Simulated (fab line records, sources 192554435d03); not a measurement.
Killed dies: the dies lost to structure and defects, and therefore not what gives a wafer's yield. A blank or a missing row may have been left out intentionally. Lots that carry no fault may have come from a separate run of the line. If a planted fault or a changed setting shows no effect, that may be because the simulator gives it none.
fab line records + flow n5Finfet
[record]
- lots = 7
- wafers = 21
- lastDay = 16
route steps=1938 shown BEOL_M9@1420
lots with no fault: from the same line, run without faults
startH: start of the lot's first displayed wafer, in hours after the record's first day + waitH: how many hours have passed since the lot's step before this one + " identical to the entry in the row above + L1.1+2: a row that stands for several wafers + - no value present, or no start provided + * or withheld: withheld + < > ~ a bound
route shown NAME@n: NAME is a module with steps in the file, n the number in the route of the first one + usual: mean/standard deviation taken from wafers without a fault + same: alike in all rows + chamber/n: place in a boat + sites: per-site readings + _std_site: standard deviation of those values + _edge_site: the outer-site mean with the inner-site mean subtracted + radiusMm: how far each site lies from the wafer's centre + mask NAME#n: copy n + behind: tool/chamber where the wafer was last shaped + hold: why the lot was held/for how many hours/how that ended + device: names the non-switching transistor (n, p or np) + end of line: the tests these same wafers got at the end of their route + where a step has no rows: the recipe by itself + killed: the dies lost at the first sort to structure and to defects; this is not the yield of the wafer + map: shows each die of a wafer: x if killed, . if not, _ if none is there
set.NAME: the setting as run; set.NAME@STEP: as run at that earlier step + model.NAME: the simulator's own value behind a step, which no gauge read
certain route steps with their lots: each step a table, each wafer a row
services: when a tool's chamber went out of use (startH, in hours from the record's first day, below 0 if earlier), for how many hours, and the reason
[[steps]]
[step N5_BEOL_M9_STRIP_68]
[recipe]
- chemistry = N2/H2
- tempC = 40
- n2FlowSccm = 200
- h2FlowSccm = 200
- rfFrequencyHz = 6e+07
[step N5_BEOL_M9_STRIP_67]
[recipe]
- chemistry = CF4
- resist = SiARC
- powerW = 300
- biasPowerW = 75
- pressureMtorr = 50
- cf4FlowSccm = 150
- rfFrequencyHz = 6e+07
[usual]
- drypumpMotorCurrentA = 5.9/0.38
- oesProductAu = 0.80/0.074
- rfVppV = 271.5/1.7
- showerheadPlenumPTorr = 1.81/0.067
- throttleValvePct = 13.52/0.24
| lot.wafer | tool       | chamber | startH | waitH | drypumpMotorCurrentA | oesProductAu | rfHoursCounterH | rfVppV | showerheadPlenumPTorr | throttleValvePct |
|-----------|------------|---------|--------|-------|----------------------|--------------|-----------------|--------|-----------------------|------------------|
| L605.1    | rieDiel-03 | 0       | 197.16 | 0.0   | 6.7                  | 0.88         | 29              | 269.3  | 1.76                  | 13.44            |
| L605.2    | "          | 1       | "      | "     | 5.9                  | 0.75         | 172             | 273.9  | 1.86                  | 13.81            |
| L605.6    | "          | 2       | "      | "     | 5.3                  | 0.75         | -               | 270.6  | 1.73                  | 13.70            |
| L616.2    | rieDiel-02 | 1       | 268.46 | 0.0   | 6.2                  | 0.72         | 181             | 272.6  | 1.86                  | 13.45            |
| L616.3    | "          | 3       | "      | "     | 5.6                  | 0.87         | 39              | 273.7  | 1.90                  | 13.40            |
| L616.6    | "          | 0       | "      | "     | 6.0                  | 0.81         | -               | 274.0  | 1.88                  | 13.33            |
| L615.1    | rieDiel-03 | 3       | 268.70 | 0.0   | 5.3                  | 0.90         | 20              | 269.3  | 1.76                  | 13.51            |
| L615.4    | "          | 0       | "      | "     | 6.6                  | 0.85         | 50              | 271.0  | 1.76                  | 13.48            |
| L615.5    | "          | 2       | "      | "     | 5.3                  | 0.74         | -               | 268.3  | 1.72                  | 13.73            |
| L618.1    | rieDiel-06 | 2       | 284.74 | 0.0   | 5.2                  | 0.84         | 72              | 271.2  | 1.81                  | 13.48            |
| L618.2    | "          | 3       | "      | "     | 5.8                  | 0.80         | 113             | 273.3  | 1.88                  | 13.37            |
| L618.5    | "          | 2       | "      | "     | 5.2                  | 0.84         | -               | 271.2  | 1.81                  | 13.48            |
| L623.1    | rieDiel-06 | 2       | 313.70 | 0.0   | 5.2                  | 0.83         | 80              | 269.8  | 1.81                  | 13.49            |
| L623.2    | "          | 3       | "      | "     | 5.9                  | 0.79         | 122             | 272.3  | 1.88                  | 13.41            |
| L623.4    | "          | 1       | "      | "     | 6.2                  | 0.85         | 56              | 271.0  | 1.82                  | 13.29            |
| L625.2    | rieDiel-03 | 3       | 318.44 | 0.0   | 5.3                  | 0.87         | 36              | 269.5  | 1.76                  | 13.54            |
| L625.3    | "          | 0       | "      | "     | 6.7                  | 0.81         | 66              | 270.7  | 1.75                  | 13.53            |
| L625.4    | "          | 1       | "      | "     | 5.9                  | 0.71         | 209             | 272.3  | 1.85                  | 13.88            |
| L624.1    | rieDiel-02 | 2       | 322.49 | 0.0   | 6.2                  | 0.72         | 232             | 268.9  | 1.70                  | 14.02            |
| L624.3    | "          | 3       | "      | "     | 5.5                  | 0.85         | 55              | 273.1  | 1.89                  | 13.43            |
| L624.5    | "          | 1       | "      | "     | 6.3                  | 0.71         | -               | 273.1  | 1.86                  | 13.50            |
[step N5_BEOL_M9_HM_OPEN_17]
[recipe]
- chemistry = Cl2/BCl3
- targetDepthA = 200
- overetchA = 60
- target = TiN
- maskMaterial = SOC
- ionEnergyEv = 150
- pressureMtorr = 10
- icpW = 1000
- biasW = 126
- Cl2_flow_sccm = 53.25
- bcl3FlowSccm = 21.75
- Ar_flow_sccm = 25
[usual]
- drypumpMotorCurrentA = 5.4/0.36
- mfcArSccm = 24.99/0.07
- oesProductAu = 0.65/0.058
- throttleValvePct = 22.2/0.34
| lot.wafer | tool        | chamber | startH | waitH | drypumpMotorCurrentA | mfcArSccm | oesProductAu | rfHoursCounterH | throttleValvePct |
|-----------|-------------|---------|--------|-------|----------------------|-----------|--------------|-----------------|------------------|
| L605.1    | rieMetal-02 | 0       | 197.20 | 0.0   | 5.5                  | 24.95     | 0.65         | 43              | 21.6             |
| L605.2    | "           | 1       | "      | "     | 5.3                  | 24.89     | 0.71         | 22              | 22.0             |
| L605.6    | "           | 0       | "      | "     | 5.5                  | 24.89     | 0.65         | -               | 21.6             |
| L616.2    | rieMetal-01 | 1       | 268.50 | 0.0   | 6.1                  | 25.08     | 0.66         | 37              | 22.5             |
| L616.3    | "           | 0       | "      | "     | 5.3                  | 24.94     | 0.61         | -               | 22.0             |
| L616.6    | "           | 0       | "      | "     | 5.3                  | 25.00     | 0.62         | -               | 22.0             |
| L615.1    | rieMetal-02 | 1       | 268.74 | 0.0   | 5.3                  | 24.88     | 0.70         | 30              | 22.1             |
| L615.4    | "           | 1       | "      | "     | 5.3                  | 24.92     | 0.69         | -               | 22.1             |
| L615.5    | "           | 1       | "      | "     | 5.2                  | 24.88     | 0.70         | -               | 22.0             |
| L618.1    | rieMetal-03 | 0       | 284.78 | 0.0   | 4.9                  | 24.92     | 0.56         | 100             | 22.8             |
| L618.2    | "           | 1       | "      | "     | 5.6                  | 24.94     | 0.74         | 20              | 22.4             |
| L618.5    | "           | 1       | "      | "     | 5.6                  | 24.99     | 0.73         | -               | 22.3             |
| L623.1    | rieMetal-03 | 0       | 313.74 | 0.0   | 4.9                  | 25.04     | 0.55         | 103             | 22.8             |
| L623.2    | "           | 1       | "      | "     | 5.6                  | 24.92     | 0.72         | 24              | 22.4             |
| L623.4    | "           | 1       | "      | "     | 5.6                  | 25.06     | 0.72         | -               | 22.4             |
| L625.2    | rieMetal-03 | 0       | 318.48 | 0.0   | 4.9                  | 25.05     | 0.55         | 104             | 22.8             |
| L625.3    | "           | 1       | "      | "     | 5.6                  | 25.05     | 0.72         | -               | 22.4             |
| L625.4    | "           | 0       | "      | "     | 4.9                  | 25.04     | 0.55         | -               | 22.8             |
| L624.1    | rieMetal-01 | 1       | 322.53 | 0.0   | 6.1                  | 25.04     | 0.65         | 43              | 22.6             |
| L624.3    | "           | 1       | "      | "     | 6.1                  | 24.93     | 0.65         | -               | 22.5             |
| L624.5    | "           | 0       | "      | "     | 5.3                  | 24.94     | 0.60         | -               | 22.0             |
[step N5_BEOL_M9_STRIP_19]
[recipe]
- chemistry = O2
- powerW = 400
- tempC = 40
- pressureMtorr = 30
- rfFrequencyHz = 6e+07
- biasPowerW = 0
- overashFraction = 0.2
- o2FlowSccm = 225
[usual]
- drypumpMotorCurrentA = 5.9/0.39
- oesProductAu = 0.81/0.077
- rfVppV = 3.5/0.67
- showerheadPlenumPTorr = 2.12/0.086
- throttleValvePct = 16.61/0.22
| lot.wafer | tool       | chamber | startH | waitH | drypumpMotorCurrentA | oesProductAu | rfHoursCounterH | rfVppV | showerheadPlenumPTorr | throttleValvePct |
|-----------|------------|---------|--------|-------|----------------------|--------------|-----------------|--------|-----------------------|------------------|
| L605.1    | rieDiel-03 | 3       | 197.54 | 0.3   | 5.4                  | 0.98         | 1               | 2.9    | 2.06                  | 16.55            |
| L605.2    | "          | 2       | "      | "     | 5.3                  | 0.75         | 153             | 4.2    | 2.01                  | 16.79            |
| L605.6    | "          | 1       | "      | "     | 6.0                  | 0.74         | -               | 3.8    | 2.18                  | 16.92            |
| L616.2    | rieDiel-02 | 3       | 268.71 | 0.2   | 5.6                  | 0.89         | 39              | 4.4    | 2.23                  | 16.55            |
| L616.3    | "          | 0       | "      | "     | 6.0                  | 0.80         | 99              | 4.5    | 2.20                  | 16.41            |
| L616.6    | "          | 0       | "      | "     | 6.0                  | 0.80         | -               | 3.0    | 2.20                  | 16.40            |
| L615.1    | rieDiel-06 | 0       | 268.95 | 0.2   | 5.9                  | 0.98         | 5               | 4.0    | 2.06                  | 16.41            |
| L615.4    | "          | 1       | "      | "     | 6.2                  | 0.88         | 41              | 4.5    | 2.13                  | 16.35            |
| L615.5    | "          | 2       | "      | "     | 5.2                  | 0.85         | -               | 3.1    | 2.13                  | 16.62            |
| L618.1    | rieDiel-02 | 3       | 284.98 | 0.2   | 5.6                  | 0.87         | 44              | 4.1    | 2.23                  | 16.56            |
| L618.2    | "          | 0       | "      | "     | 6.0                  | 0.79         | 104             | 4.0    | 2.20                  | 16.39            |
| L618.5    | "          | 1       | "      | "     | 6.2                  | 0.72         | -               | 2.5    | 2.17                  | 16.43            |
| L623.1    | rieDiel-03 | 1       | 313.94 | 0.2   | 6.0                  | 0.70         | 207             | 3.9    | 2.17                  | 16.96            |
| L623.2    | "          | 3       | "      | "     | 5.4                  | 0.87         | 34              | 3.7    | 2.05                  | 16.63            |
| L623.4    | "          | 0       | "      | "     | 6.6                  | 0.82         | 64              | 3.6    | 2.04                  | 16.59            |
| L625.2    | rieDiel-03 | 3       | 318.60 | 0.1   | 5.3                  | 0.86         | 36              | 4.4    | 2.05                  | 16.65            |
| L625.3    | "          | 2       | "      | "     | 5.3                  | 0.72         | 188             | 3.5    | 2.00                  | 16.85            |
| L625.4    | "          | 1       | "      | "     | 6.0                  | 0.70         | 209             | 2.8    | 2.17                  | 16.98            |
| L624.1    | rieDiel-02 | 0       | 322.65 | 0.1   | 6.0                  | 0.79         | 116             | 3.5    | 2.20                  | 16.42            |
| L624.3    | "          | 2       | "      | "     | 6.2                  | 0.71         | 232             | 2.8    | 1.98                  | 17.07            |
| L624.5    | "          | 1       | "      | "     | 6.2                  | 0.70         | -               | 3.5    | 2.17                  | 16.45            |
[step N5_BEOL_M9_CD_MEAS_18]
[recipe]
- pitchNm = 140
- targetCdNm = 70
[usual]
- cdNm = 70.0/0.51
| lot.wafer | tool     | chamber | startH | waitH | cdNm |
|-----------|----------|---------|--------|-------|------|
| L605.1    | cdSem-01 | -       | 197.61 | 0.0   | 70.2 |
| L605.2    | "        | -       | "      | "     | 71.4 |
| L605.6    | "        | -       | "      | "     | 70.8 |
| L616.2    | cdSem-02 | -       | 268.78 | 0.1   | 69.3 |
| L616.3    | "        | -       | "      | "     | 69.2 |
| L616.6    | "        | -       | "      | "     | 69.4 |
| L615.1    | cdSem-02 | -       | 269.01 | 0.0   | 69.5 |
| L615.4    | "        | -       | "      | "     | 70.5 |
| L615.5    | "        | -       | "      | "     | 69.8 |
| L618.1    | cdSem-03 | -       | 285.05 | 0.0   | 69.6 |
| L618.2    | "        | -       | "      | "     | 70.0 |
| L618.5    | "        | -       | "      | "     | 70.6 |
| L623.1    | cdSem-03 | -       | 314.01 | 0.0   | 70.7 |
| L623.2    | "        | -       | "      | "     | 70.1 |
| L623.4    | "        | -       | "      | "     | 70.6 |
| L625.2    | cdSem-02 | -       | 318.67 | 0.1   | 69.6 |
| L625.3    | "        | -       | "      | "     | 70.4 |
| L625.4    | "        | -       | "      | "     | 70.9 |
| L624.1    | cdSem-01 | -       | 322.72 | 0.0   | 70.2 |
| L624.3    | "        | -       | "      | "     | 70.2 |
| L624.5    | "        | -       | "      | "     | 69.7 |
[step N5_BEOL_M9_COAT_63]
[recipe]
- resist = SOC
- tempC = 250
- timeS = 60
- spinRpm = 1500
- resistThkNm = 60
[step N5_BEOL_M9_COAT_64]
[recipe]
- resist = SiARC
- tempC = 220
- timeS = 60
- spinRpm = 1500
- resistThkNm = 12
[step N5_BEOL_M9_COAT_75]
[recipe]
- resist = underlayer
- tempC = 205
- timeS = 60
- spinRpm = 1500
- resistThkNm = 5
[step N5_BEOL_M9_COAT_22]
[recipe]
- resist = CAR-EUV
- spinRpm = 1500
- resistThkNm = 30
[step N5_BEOL_M9_EBR_24]
[recipe]
- solvent = PGMEA
- ebrWidthMm = 1.5
[step N5_BEOL_M9_SOFTBAKE_23]
[recipe]
- tempC = 110
- timeS = 60
- resist = CAR-EUV
[step N5_BEOL_M9_EXPOSE_25]
[recipe]
- maskId = V8
- na = 0.33
- sourceShape = annular
- sigmaInner = 0.4
- sigmaOuter = 0.8
- polarization = unpolarized
- doseMj = 37.25
[step N5_BEOL_M9_PEB_26]
[recipe]
- pebTempC = 100
- pebTimeS = 60
- resist = CAR-EUV
[usual]
- chillPlateTempC = 23.02/0.092
- exhaustPa = 45.0/0.92
| lot.wafer | tool          | chamber | startH | waitH | chillPlateTempC | exhaustPa |
|-----------|---------------|---------|--------|-------|-----------------|-----------|
| L605.1    | lithoTrack-01 | 0       | 197.97 | 0.1   | 23.07           | 43.9      |
| L605.2    | "             | 0       | "      | "     | 23.10           | 45.8      |
| L605.6    | "             | 0       | "      | "     | 23.02           | 45.0      |
| L616.2    | lithoTrack-05 | -       | 270.25 | 0.0   | -               | -         |
| L616.3    | "             | -       | "      | "     | -               | -         |
| L616.6    | "             | -       | "      | "     | -               | -         |
| L615.1    | lithoTrack-01 | -       | 270.42 | 0.1   | -               | -         |
| L615.4    | "             | -       | "      | "     | -               | -         |
| L615.5    | "             | -       | "      | "     | -               | -         |
| L618.1    | lithoTrack-02 | -       | 285.58 | 0.1   | -               | -         |
| L618.2    | "             | -       | "      | "     | -               | -         |
| L618.5    | "             | -       | "      | "     | -               | -         |
| L623.1    | lithoTrack-01 | 0       | 314.37 | 0.1   | 23.08           | 45.8      |
| L623.2    | "             | 0       | "      | "     | 23.15           | 47.2      |
| L623.4    | "             | 0       | "      | "     | 23.12           | 45.6      |
| L625.2    | lithoTrack-05 | 0       | 320.48 | 0.0   | 23.02           | 45.5      |
| L625.3    | "             | 0       | "      | "     | 23.08           | 45.3      |
| L625.4    | "             | 0       | "      | "     | 22.98           | 44.9      |
| L624.1    | lithoTrack-02 | 0       | 323.31 | 0.1   | 22.76           | 43.4      |
| L624.3    | "             | 0       | "      | "     | 22.92           | 44.6      |
| L624.5    | "             | 0       | "      | "     | 22.87           | 44.2      |
[step N5_BEOL_M9_DEVELOP_27]
[recipe]
- developTimeS = 30
- developer = TMAH
- resist = CAR-EUV
- rinseLiquid = surfactantRinse
- dry = airSpin
- devTempC = 23
[[services]]
| tool        | chamber | startH | hours | kind                        |
|-------------|---------|--------|-------|-----------------------------|
| rieDiel-06  | -       | 179.18 | 14.6  | pm                          |
| rieDiel-03  | 3       | 179.37 | -     | clean                       |
| rieDiel-03  | 3       | 179.37 | -     | consumableReplace:focusRing |
| rieDiel-03  | 3       | 179.37 | 16.3  | scheduledDown               |
| rieDiel-03  | 3       | 179.37 | 16.3  | ventCycle                   |
| rieDiel-02  | 0       | 201.01 | 9.1   | repair                      |
| rieDiel-02  | 2       | 223.76 | 6.1   | repair                      |
| rieDiel-06  | 0       | 229.98 | -     | clean                       |
| rieDiel-06  | 0       | 229.98 | -     | consumableReplace:focusRing |
| rieDiel-06  | 0       | 229.98 | 14.3  | scheduledDown               |
| rieDiel-06  | 0       | 229.98 | 14.3  | ventCycle                   |
| rieDiel-02  | 2       | 237.18 | 4.4   | repair                      |
| rieDiel-06  | 2       | 241.17 | 1.2   | repair                      |
| rieMetal-02 | 0       | 253.58 | 26.6  | repair                      |
| rieMetal-03 | -       | 253.80 | 1.7   | repair                      |
| rieDiel-06  | 3       | 259.63 | 4.8   | repair                      |
| rieDiel-06  | -       | 298.79 | 0.8   | repair                      |
| rieMetal-02 | 0       | 298.84 | 63.1  | repair                      |
[[key]]
[firstSign]
- step = N5_BEOL_M9_PEB_26
- reading = toolRecord
- direction = missing
effect none on later readings
metAt N5_BEOL_M9_PEB_26
struckWafers L615.1,L615.4,L615.5,L616.2,L616.3,L616.6,L618.1,L618.2,L618.5
laterRowsLeftOut L615.1,L615.4,L615.5,L616.2,L616.3,L616.6,L618.1,L618.2,L618.5
sortLeftOut L615.1,L615.4,L615.5,L616.2,L616.3,L616.6,L618.1,L618.2,L618.5
onsetBetween 197.97 270.25
[fault]
- kind = skippedStepWhole
- tool = lithoTrack-01,lithoTrack-02,lithoTrack-05
- chamber = -
- onsetH = 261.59
- steps = N5_BEOL_M9_PEB_26
- scope = struckLotsOnly
// sortLeftOut: the simulated sort isn't trusted on such a fault, so these wafers' sort isn't shown, and their yield isn't known
// laterRowsLeftOut: the simulator's readings of these wafers behind a module that went badly wrong aren't trusted and aren't shown, but for the sort
